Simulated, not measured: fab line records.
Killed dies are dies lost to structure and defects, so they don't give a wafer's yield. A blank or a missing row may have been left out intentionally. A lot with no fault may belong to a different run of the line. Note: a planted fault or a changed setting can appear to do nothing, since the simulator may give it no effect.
A struck lot beside a sound one    flow nand_harc    33 steps out of a route of 1302
Sound: wafers L645.1, L645.5, L645.6. Wafers L648.2, L648.3, L648.6 were the ones struck. The cause is given at the end.
Order at every step that has rows: each side's tool, ch and its chambers, its first start. Under that, the readings that differ: sound wafers    struck wafers    difference of the means    sigmas: that difference in standard deviations of wafers without a fault.
alike: a reading whose means differ by less than 2 such deviations, as well as words and numbers matching on both sides. not compared: withheld readings; readings where some wafer has no value; bounds like >300 that might hide an equal value; numbers whose values overlap and for which the record gives no deviation.
The two part at a step that has a row with sigmas, a row that says differs or no value, or rows on one side only. When numbers do not overlap yet have no deviation, they are printed without sigmas and do not part them. Lack of a reading on every wafer of one side parts them only where that side has two or more wafers.

first, 9 steps without rows for these wafers: NHARC_A_CHANNEL_HOLE_D2_DEP_00 (deposits aC, target thk 3100 nm); NHARC_A_CHANNEL_HOLE_D2_DEP_01 (deposits SiON, target thk 140 nm); NHARC_A_CHANNEL_HOLE_D2_DEHYDRATE_02 (time 120 s); NHARC_A_CHANNEL_HOLE_D2_HMDS_03 (time 30 s); NHARC_A_CHANNEL_HOLE_D2_COAT_36 (time 75 s); NHARC_A_CHANNEL_HOLE_D2_COAT_37 (time 65 s); NHARC_A_CHANNEL_HOLE_D2_COAT_04 (resist thk 90 nm); NHARC_A_CHANNEL_HOLE_D2_SOFTBAKE_05 (time 55 s); NHARC_A_CHANNEL_HOLE_D2_EBR_06.
NHARC_A_CHANNEL_HOLE_D2_EXPOSE_07: exposes mask HOLE D2, target cd 100 nm.
  sound on arfi_scanner-03 ch 0, day 15 01:41; struck on arfi_scanner-03 ch 0, day 16 17:51
reading               sound              struck             difference  sigmas
exposure_dose_mJ_cm2  59.54 59.56 59.51  65.40 65.45 65.45  +5.90       +98
  alike: mask
then, 2 steps without rows for these wafers: NHARC_A_CHANNEL_HOLE_D2_PEB_08 (peb time 65 s); NHARC_A_CHANNEL_HOLE_D2_DEVELOP_09 (develop time 35 s).
NHARC_A_CHANNEL_HOLE_D2_CD_MEAS_10: the cd target is 100 nm.
  sound on cd_sem-01 ch 0, day 15 01:50; struck on cd_sem-03 ch 0, day 16 17:59
reading     sound            struck             difference  sigmas
cd_nm (nm)  99.2 99.0 100.4  104.0 104.4 105.0  +4.9        +6
NHARC_A_CHANNEL_HOLE_D2_DESCUM_15: chemistry O2, time 3 s.
  sound on rie_diel-04 ch 0,2,3, day 15 02:02; struck on rie_diel-09 ch 0,1,3, day 16 18:11
reading                             sound              struck             difference  sigmas
model.A_CHANNEL_HOLE_D2.cd_nm (nm)  99.43 98.68 101.1  102.9 105.3 104.5  +4.5        
  alike: chamber_pressure_mTorr, drypump_motor_current_A, oes_product_au, rf_vpp_V, showerhead_plenum_p_Torr, throttle_valve_pct
  not compared: rf_hours_counter_h
then, 16 steps without rows for these wafers: NHARC_A_CHANNEL_HOLE_D2_ETCH_38 (etches the open film in CF4, target depth 39 nm, time 65 s); NHARC_A_CHANNEL_HOLE_D2_ETCH_39 (etches the open film in N2/H2, target depth 260 nm, time 325 s); NHARC_A_CHANNEL_HOLE_D2_ETCH_34 (etches the open film in CF4/CHF3, target depth 154 nm, time 77 s); NHARC_A_CHANNEL_HOLE_D2_ETCH_16 (etches the open film in O2/COS, target depth 3100 nm, time 806 s); NHARC_A_CHANNEL_HOLE_D2_ETCH_19 (etches the open film in C4F8/O2/Ar, time 34.5 s); NHARC_A_CHANNEL_HOLE_D2_ETCH_20 (etches the open film in C4F8/O2/Ar, time 361.9 s, target depth 1600 nm); NHARC_A_CHANNEL_HOLE_D2_ETCH_21 (etches the open film in C4F8/O2/Ar, time 514.3 s, target depth 1600 nm); NHARC_A_CHANNEL_HOLE_D2_ETCH_22 (etches the open film in C4F8/O2/Ar, time 666.7 s, target depth 1600 nm); NHARC_A_CHANNEL_HOLE_D2_ETCH_23 (etches the open film in C4F8/O2/Ar, time 819 s, target depth 1600 nm); NHARC_A_CHANNEL_HOLE_D2_ETCH_24 (etches the open film in C4F8/O2/Ar, time 906.2 s, target depth 1500 nm); NHARC_A_CHANNEL_HOLE_D2_ETCH_25 (etches the open film in C4F8/O2/Ar, time 1040.2 s, target depth 1500 nm); NHARC_A_CHANNEL_HOLE_D2_ETCH_26 (etches the open film in C4F8/O2/Ar, time 224.1 s, target depth 300 nm); NHARC_A_CHANNEL_HOLE_D2_ETCH_27 (etches the open film in C4F8/O2/Ar, time 90 s, target depth 400 nm); NHARC_A_CHANNEL_HOLE_D2_STRIP_41 (strips in N2/H2); NHARC_A_CHANNEL_HOLE_D2_STRIP_42 (strips in CF4/CHF3); NHARC_A_CHANNEL_HOLE_D2_STRIP_43 (strips in O2/COS).
NHARC_A_CHANNEL_HOLE_D2_ETCH_44: etches the open film in CF4/O2, target depth 140 nm, overetch 14 nm, time 77 s.
  sound on rie_diel-08 ch 0,3, day 15 07:55; struck on rie_diel-08 ch 0,2,3, day 17 00:06
reading                             sound              struck            difference  sigmas
model.A_CHANNEL_HOLE_D2.cd_nm (nm)  87.89 89.62 90.35  95.3 96.29 93.07  +5.6        
  alike: chamber_pressure_mTorr, drypump_motor_current_A, oes_product_au, rf_vpp_V, showerhead_plenum_p_Torr, throttle_valve_pct
  not compared: rf_hours_counter_h
then, 1 step without rows for these wafers: NHARC_A_CHANNEL_HOLE_D2_STRIP_28 (strips in O2).
-- jump in the record: it breaks off in module A_CHANNEL_HOLE_D2 and resumes in module END (first step shown: number 1302 of the route), and 11 days separate the struck wafers' starts before and after --
NHARC_END_SORT_01:
  at this point the record logs the struck wafers (prober-02 ch 0, day 27 21:08) and has no rows for the sound ones

## WHERE THEY PART
First at NHARC_A_CHANNEL_HOLE_D2_EXPOSE_07; last, within this record, at NHARC_END_SORT_01.

WHY: what had been put in by the simulator
Process parameters drifting: arfi_scanner-03 at NHARC_A_CHANNEL_HOLE_D2_EXPOSE_07, beginning at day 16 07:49. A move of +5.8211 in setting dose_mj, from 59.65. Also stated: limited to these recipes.
